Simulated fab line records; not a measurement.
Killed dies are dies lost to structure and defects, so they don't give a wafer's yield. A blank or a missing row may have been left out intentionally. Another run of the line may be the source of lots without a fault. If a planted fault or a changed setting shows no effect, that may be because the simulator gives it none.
One fault seen from 2 desks -- flow nand_harc -- numbers are kept per desk, each desk with only its own; the story behind them comes last

== TOOL OWNER'S DESK, cmp-03 ==
The tool's own readings at NHARC_A_SGD_CUT_CMP_21 (polishes, target thk 148.19 nm): means of the sampled wafers that have a number, for each lot that ran on this tool. The brackets show how far a lot's mean lies from the usual mean; more than 4 standard deviations puts the lot out of limits, marked OUT.
Columns: A = motor_current_A at NHARC_A_SGD_CUT_CMP_21, usual 12.0 A; B = time_to_endpoint_s at NHARC_A_SGD_CUT_CMP_21, usual 50.7 s
lot,first seen here,A,B
L123,day 14 12:01,12.5,52.8
L124,day 14 19:00,11.5,48.8
L133,day 17 02:44,12.3,51.3
L132,day 18 01:26,11.6,74.5 (+8.5) OUT
L135,day 18 08:34,11.4,72.2 (+7.7) OUT
L137,day 18 15:08,12.2,98.4 (+17) OUT
This desk's verdict: out of limits on L132, L135, L137, starting with L132 at day 18 01:26 (time_to_endpoint_s at NHARC_A_SGD_CUT_CMP_21). Within limits: L123, L124, L133.

== THE DEFECT DESK ==
Lot by lot, what the route's inspections counted, given as the mean of those sampled wafers with a number. The brackets show how far a lot's mean lies from the usual mean; more than 4 standard deviations puts the lot out of limits, marked OUT.
Columns: A = raw_defect_count at NHARC_A_SGD_CUT_INSPECT_25, usual 313
lot,first seen here,A
L122,day 14 12:44,289
L123,day 14 12:45,349
L124,day 14 19:42,315
L125,day 14 19:42,419
L128,day 16 05:43,402
L133,day 17 03:26,371
L132,day 18 02:16,288
L135,day 18 09:15,254
L137,day 18 15:47,260
L144,day 19 22:08,305
L141,day 19 22:15,348
L142,day 19 22:25,304
L143,day 19 22:33,211
This desk's finding: nothing out of limits on any of the 13 lots.

== ALL TOGETHER ==
The tool owner's desk had the chance to raise an alarm at day 18 01:26 on L132, L135, L137.
Nothing the defect desk looked at was out of limits.
The defect desk has L132, L135, L137 on record, within its limits.
Every lot named ran NHARC_A_SGD_CUT_CMP_21 on cmp-03.

== WHAT WAS PUT IN BY THE SIMULATOR ==
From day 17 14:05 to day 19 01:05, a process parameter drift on cmp-03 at NHARC_A_SGD_CUT_CMP_21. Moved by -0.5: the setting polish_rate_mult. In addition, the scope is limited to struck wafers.
Shown lots that were struck: L132, L135, L137.
Delay in hours, fault start to first out-of-limits reading, by desk: the tool owner's desk at 11.
